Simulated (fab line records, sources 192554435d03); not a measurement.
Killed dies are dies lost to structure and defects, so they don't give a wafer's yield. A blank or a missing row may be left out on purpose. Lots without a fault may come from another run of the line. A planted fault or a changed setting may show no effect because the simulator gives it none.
fab line records | flow n5_finfet
record lots=11 wafers=31 last_day=17
route steps=1938 shown BEOL_M10@1507 BEOL_M11@1539 PASSIVATION@1936
lots that met no fault: from a run of the same line without faults
start_h: hours from the record's first day to the start of the lot's first wafer shown | wait_h: hours since the lot's step before | " the same as in the row above | L1.1+2: a row that stands for several wafers | - no value, or no start given | * or withheld: withheld | < > ~ a bound
route shown NAME@n: a module of which the file shows steps, and the number in the route of the first | usual: mean/standard deviation of fault-free wafers | same: alike in all rows | chamber/n: place in a boat | sites: the reading at each site | _std_site: their standard deviation | _edge_site: outer sites' mean less inner sites' | radius_mm: how far each site lies from the wafer's centre | mask NAME#n: copy n | behind: the tool/chamber that last shaped the wafer | hold: why the lot was held/for how many hours/how that ended | device: the transistor (n, p or np) that didn't switch | end of line: the same wafers' tests at the end of the route | a step without rows: its recipe alone | killed: dies lost to structure and defects at the first sort, not the wafer's yield | map: a wafer's dies, x killed, . not, _ none there
set.NAME: the setting as run; set.NAME@STEP: as run at that earlier step | model.NAME: the simulator's own value behind a step, which no gauge read
steps of the route over a sample of lots; a table a step, a row a wafer
services: from which hour (start_h, from the record's first day; less than 0 if before it) a tool's chamber was out of use, for how many hours, and why
## steps
# step N5_BEOL_M10_ETCH_66
# recipe chemistry=N2/H2 target=SOC target_depth_a=1200 overetch_a=240 mask_material=SiARC temp_c=40 time_s=180 ion_energy_ev=200 pressure_mtorr=30 source_w=840 bias_w=150 n2_flow_sccm=200 h2_flow_sccm=200
# usual drypump_motor_current_A=5.8/0.38 oes_product_au=0.66/0.057 rf_fwd_power_W=836.1/2.6 rf_vpp_V=524.2/2.7 showerhead_plenum_p_Torr=2.55/0.086 throttle_valve_pct=17.70/0.19
# columns lot.wafer tool chamber start_h wait_h drypump_motor_current_A oes_product_au rf_fwd_power_W rf_hours_counter_h rf_vpp_V showerhead_plenum_p_Torr throttle_valve_pct
L736.3 rie_diel-04 0 236.77 0.0 5.5 0.70 837.0 48 528.5 2.68 17.39
L736.5 " 0 " " 5.5 0.70 837.2 - 527.6 2.68 17.38
L736.6 " 1 " " 5.7 0.60 835.7 - 526.6 2.63 17.84
L734.2 rie_diel-02 0 236.91 0.0 5.9 0.68 834.0 75 523.5 2.56 17.68
L734.5 " 2 " " 5.9 0.59 835.7 - 519.6 2.44 18.05
L734.6 " 0 " " 5.9 0.69 834.2 - 526.3 2.56 17.67
L735.3 rie_diel-04 0 237.34 0.0 5.5 0.69 835.5 49 528.3 2.68 17.38
L735.4 " 0 " " 5.6 0.70 832.7 - 528.8 2.68 17.39
L735.5 " 3 " " 5.5 0.65 838.0 - 522.7 2.46 17.69
L738.1 rie_diel-03 1 254.82 0.0 6.2 0.70 834.0 40 525.0 2.60 17.82
L738.3 " 0 " " 5.8 0.72 838.7 27 522.6 2.48 17.72
L738.4 " 2 " " 4.8 0.73 834.0 16 522.7 2.48 17.52
L737.2 rie_diel-04 0 255.74 0.0 5.5 0.69 834.8 57 527.9 2.67 17.40
L737.3 " 1 " " 5.7 0.58 836.2 203 526.5 2.63 17.86
L737.4 " 3 " " 5.5 0.65 835.3 90 522.6 2.46 17.70
L741.1 rie_diel-04 3 271.13 0.0 5.5 0.63 840.9 96 523.5 2.46 17.72
L741.3 " 1 " " 5.7 0.59 831.8 210 527.2 2.62 17.88
L745.1 rie_diel-04 1 285.17 0.0 5.7 0.58 836.0 215 524.4 2.62 17.86
L745.2 " 2 " " 6.3 0.76 833.8 16 521.7 2.49 17.56
L751.2 rie_diel-02 0 323.41 0.0 5.9 0.65 836.9 107 524.1 2.55 17.72
L751.3 " 1 " " 5.5 0.72 835.6 28 529.2 2.70 17.44
L751.4 " 0 " " 5.9 0.65 833.6 - 525.3 2.55 17.74
L753.1 rie_diel-04 2 347.20 0.0 6.3 0.73 834.0 37 522.8 2.48 17.58
L753.3 " 3 " " 5.6 0.62 837.6 122 521.6 2.44 17.78
L753.5 " 2 " " 6.3 0.72 834.6 - 521.6 2.48 17.58
L755.3 rie_diel-02 2 362.88 0.0 5.9 0.56 838.8 237 520.6 2.42 18.11
L755.5 " 0 " " 5.9 0.64 835.0 - 524.6 2.54 17.74
L755.6 " 1 " " 5.6 0.70 838.5 - 529.2 2.69 17.47
L756.1 rie_diel-03 0 372.40 0.0 5.7 0.67 836.0 67 521.9 2.47 17.80
L756.3 " 3 " " 6.1 0.63 834.0 122 524.6 2.55 17.84
L756.5 " 1 " " 6.3 0.66 840.6 - 524.6 2.58 17.89
# step N5_BEOL_M10_ALD_74
# recipe material=TaN target_thk_a=20 temp_c=275 ald_precursor_family=PDMAT ald_co_reactant=NH3 pressure_torr=3 carrier_flow_sccm=1500 pulse_time_s=2 purge_time_s=3 co_reactant_purge_time_s=2 co_reactant_pulse_time_s=3 ald_cycles=40 precursor_vessel_temp_c=75 precursor_vessel_pressure_torr=26.25 precursor_vessel_carrier_sccm=1000
# usual heater_power_w=427/50
# columns lot.wafer tool chamber start_h wait_h heater_power_w since_wet_clean_h
L736.3 ald_metal-04 0 238.99 0.0 368 1440
L736.5 " 2 " " 502 -
L736.6 " 1 " " 478 -
L734.2 ald_metal-01 1 239.07 0.0 356 2979
L734.5 " 2 " " 402 -
L734.6 " 3 " " 385 -
L735.3 ald_metal-03 1 239.41 0.0 431 6056
L735.4 " 2 " " 389 6056
L735.5 " 2 " " 388 -
L738.1 ald_metal-04 1 255.91 0.0 488 1457
L738.3 " 0 " " 372 1457
L738.4 " 3 " " 436 1457
L737.2 ald_metal-03 0 256.81 0.0 534 6074
L737.3 " 2 " " 397 6074
L737.4 " 3 " " 457 6074
L741.1 ald_metal-01 2 273.77 0.1 402 3014
L741.3 " 1 " " 361 3014
L745.1 ald_metal-03 2 286.32 0.0 387 6103
L745.2 " 1 " " 434 6103
L751.2 ald_metal-04 3 324.55 0.0 435 1526
L751.3 " 2 " " 505 1526
L751.4 " 0 " " 384 1526
L753.1 ald_metal-01 3 349.53 0.0 389 3089
L753.3 " 1 " " 363 3089
L753.5 " 0 " " 457 -
L755.3 ald_metal-03 0 363.97 0.0 506 13
L755.5 " 3 " " 438 -
L755.6 " 0 " " 507 -
L756.1 ald_metal-03 3 373.51 0.0 446 22
L756.3 " 0 " " 507 22
L756.5 " 3 " " 430 -
# step N5_BEOL_M10_CVD_75
# recipe material=Co target_thk_a=20 temp_c=withheld precursor=CCTBA/H2 pressure_torr=30 time_s=138.9
# usual run_length_s=161.7/0.64
# columns lot.wafer tool chamber start_h wait_h run_length_s since_wet_clean_h
L736.3 cvd_co-02 1 239.36 0.0 161.9 1218
L736.5 " 0 " " 161.4 -
L736.6 " 1 " " 161.8 -
L734.2 cvd_co-01 2 239.51 0.1 162.5 540
L734.5 " 0 " " 161.1 -
L734.6 " 2 " " 163.0 -
L735.3 cvd_co-02 2 240.05 0.0 162.2 322
L735.4 " 2 " " 161.4 -
L735.5 " 1 " " 161.7 -
L738.1 cvd_co-01 0 256.30 0.1 160.4 1016
L738.3 " 2 " " 162.6 557
L738.4 " 0 " " 160.6 -
L737.2 cvd_co-01 2 257.42 0.2 82.2 558
L737.3 " 1 " " 80.9 121
L737.4 " 2 " " 163.4 -
L741.1 cvd_co-01 0 274.12 0.0 160.7 1034
L741.3 " 1 " " 81.4 137
L745.1 cvd_co-01 2 286.82 0.1 162.3 588
L745.2 " 1 " " 81.3 150
L751.2 cvd_co-02 2 324.89 0.0 161.5 407
L751.3 " 0 " " 161.8 866
L751.4 " 2 " " 161.7 -
L753.1 cvd_co-01 2 350.06 0.2 162.6 651
L753.3 " 0 " " 160.5 1110
L753.5 " 1 " " 162.3 -
L755.3 cvd_co-01 2 364.38 0.0 162.4 665
L755.5 " 2 " " 162.4 -
L755.6 " 0 " " 160.8 -
L756.1 cvd_co-01 2 373.90 0.1 162.2 675
L756.3 " 1 " " 162.2 237
L756.5 " 0 " " 160.9 -
# step N5_BEOL_M11_PECVD_70
# recipe material=SiO2 target_thk_a=200 temp_c=400 precursor=TEOS/O2 pressure_torr=5.5 rf_w=450 teos_flow_sccm=53.8 gas=O2 flow_sccm=3000 time_s=22.7
# usual heater_power_w=717/73 rf_fwd_power_W=445.0/2 showerhead_plenum_p_Torr=8.75/0.062 throttle_valve_pct=22.2/1.1
# columns lot.wafer tool chamber start_h wait_h heater_power_w rf_fwd_power_W showerhead_plenum_p_Torr since_wet_clean_h throttle_valve_pct
L736.3 pecvd-02 1 241.33 0.1 755 443.4 8.84 - 22.9
L736.5 " 1 " " 728 444.3 8.84 - 23.1
L736.6 " 0 " " 819 444.2 8.83 - 23.2
L734.2 pecvd-04 2 241.59 0.0 739 443.1 8.82 554 21.5
L734.5 " 0 " " 596 447.7 8.74 - 24.1
L734.6 " 1 " " 816 446.4 8.76 - 20.9
L735.3 pecvd-02 1 242.09 0.1 752 445.4 8.82 - 23.2
L735.4 " 0 " " 669 445.4 8.83 - 23.2
L735.5 " 1 " " 746 447.4 8.80 - 23.0
L738.1 pecvd-04 1 258.43 0.0 783 444.0 8.72 2050 21.0
L738.3 " 2 " " 837 443.2 8.76 571 21.8
L738.4 " 2 " " 849 443.5 8.79 - 21.6
L737.2 pecvd-04 2 259.64 0.0 726 444.4 8.81 572 21.6
L737.3 " 0 " " 625 448.2 8.75 1326 24.2
L737.4 " 0 " " 614 448.4 8.75 - 24.0
L741.1 pecvd-01 0 277.11 0.0 793 447.0 8.65 1162 22.5
L741.3 " 2 " " 672 439.8 8.76 408 21.6
L745.1 pecvd-02 0 288.64 0.0 684 443.4 8.83 993 23.2
L745.2 " 2 " " 605 440.4 8.77 239 19.6
L751.2 pecvd-01 1 326.70 0.0 723 447.2 8.71 1937 22.0
L751.3 " 2 " " 580 443.3 8.73 458 21.3
L751.4 " 0 " " 780 445.4 8.63 - 22.3
L753.1 pecvd-04 0 354.46 0.0 698 446.0 8.76 1421 24.1
L753.3 " 1 " " 841 444.5 8.72 2146 21.0
L753.5 " 0 " " 712 445.3 8.74 - 24.0
L755.3 pecvd-04 2 366.16 0.0 711 443.6 8.79 679 21.9
L755.5 " 2 " " 720 446.8 8.82 - 21.6
L755.6 " 1 " " 700 444.2 8.76 - 21.0
L756.1 pecvd-01 1 375.83 0.0 741 446.2 8.71 1986 22.3
L756.3 " 0 " " 731 446.5 8.62 1261 22.6
L756.5 " 0 " " 769 445.7 8.63 - 22.6
# step N5_PASSIVATION_PROBE_49
# usual defect_limited_yield=91.4/1.5 killed_at_M0_to_M3=32/9.8 killed_at_M4_up=15/5.6 killed_at_contacts=12/5.4 killed_at_front_end=40/13 killed_at_other=3.0/2.1 killed_dies=102/17 killed_open=67/13 killed_short=32/7.1 sort_bin_5_function=5.1/0.96 sort_bin_6_memory=3.2/0.7 sort_bin_8_speed=0.0/0.3 sort_n_pass=1078/18 sort_yield_pct=91.3/1.5
# same gross_dies=1180 killed_at_back_side=0 sort_bin_4_leakage[%]=0
# columns lot.wafer tool chamber start_h wait_h defect_limited_yield[%] killed_at_M0_to_M3 killed_at_M4_up killed_at_contacts killed_at_front_end killed_at_other killed_dies killed_open killed_short sort_bin_5_function[%] sort_bin_6_memory[%] sort_bin_8_speed[%] sort_n_pass sort_yield_pct[%]
L741.3 prober-02 - 322.35 0.1 93.6 16 19 8 28 5 76 53 22 3.3 2.9 0 1104 93.6
# killed by level:class
L741.3 BEOL_M4:geometric_particle:open=9 STI_FIN_REVEAL:geometric_particle:open=6 MOL_CONTACT_COAG:geometric_particle:open=6 STARTING-WAFER:geometric_particle:open=5 DUMMY_GATE:geometric_particle:open=4 BEOL_M0_SAQP:geometric_particle:open=4 BEOL_M0_SAQP:geometric_particle:short=4 FIN_SAQP:geometric_particle:open=3
## services
# columns tool chamber start_h hours kind
rie_diel-04 2 216.41 - clean
rie_diel-04 2 216.41 - consumable_replace:focus_ring
rie_diel-04 2 216.41 23.9 scheduled_down
rie_diel-04 2 216.41 23.9 vent_cycle
pecvd-02 - 219.26 2.8 pm
rie_diel-03 - 223.88 15.6 pm
pecvd-02 2 232.76 12.9 repair
rie_diel-04 3 238.86 7.2 repair
cvd_co-02 - 326.71 1.1 repair
ald_metal-03 1 327.86 - calibration
cvd_co-02 - 333.02 3.6 repair
ald_metal-03 - 337.25 14.0 pm
ald_metal-03 0 337.25 14.0 vent_cycle
ald_metal-03 1 337.25 14.0 vent_cycle
ald_metal-03 2 337.25 14.0 vent_cycle
ald_metal-03 3 337.25 14.0 vent_cycle
ald_metal-04 - 338.93 1.1 repair
rie_diel-02 0 349.30 4.2 repair
ald_metal-03 0 351.25 - clean
ald_metal-03 1 351.25 - clean
ald_metal-03 2 351.25 - clean
ald_metal-03 3 351.25 - clean
ald_metal-03 0 368.66 1.7 repair
rie_diel-03 2 370.53 9.9 repair
## key
first_sign step=N5_BEOL_M10_CVD_75 reading=run_length_s direction=down sigmas=99+ usual=* struck=*
effect none on later readings
met_at N5_BEOL_M10_CVD_75
struck_lots L737,L741,L745
struck_wafers L737.2,L737.3,L741.3,L745.2
not_acting_at N5_BEOL_M10_ETCH_66,N5_BEOL_M10_ALD_74,N5_BEOL_M11_PECVD_70
onset_between 256.30 257.42
fault kind=process_parameter_drift tool=cvd_co-01 chamber=- onset_h=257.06 steps=N5_BEOL_M10_CVD_75 channel=time_s offset=* shape=step end_h=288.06 scope=struck_wafers_only acts_in=* stated=*
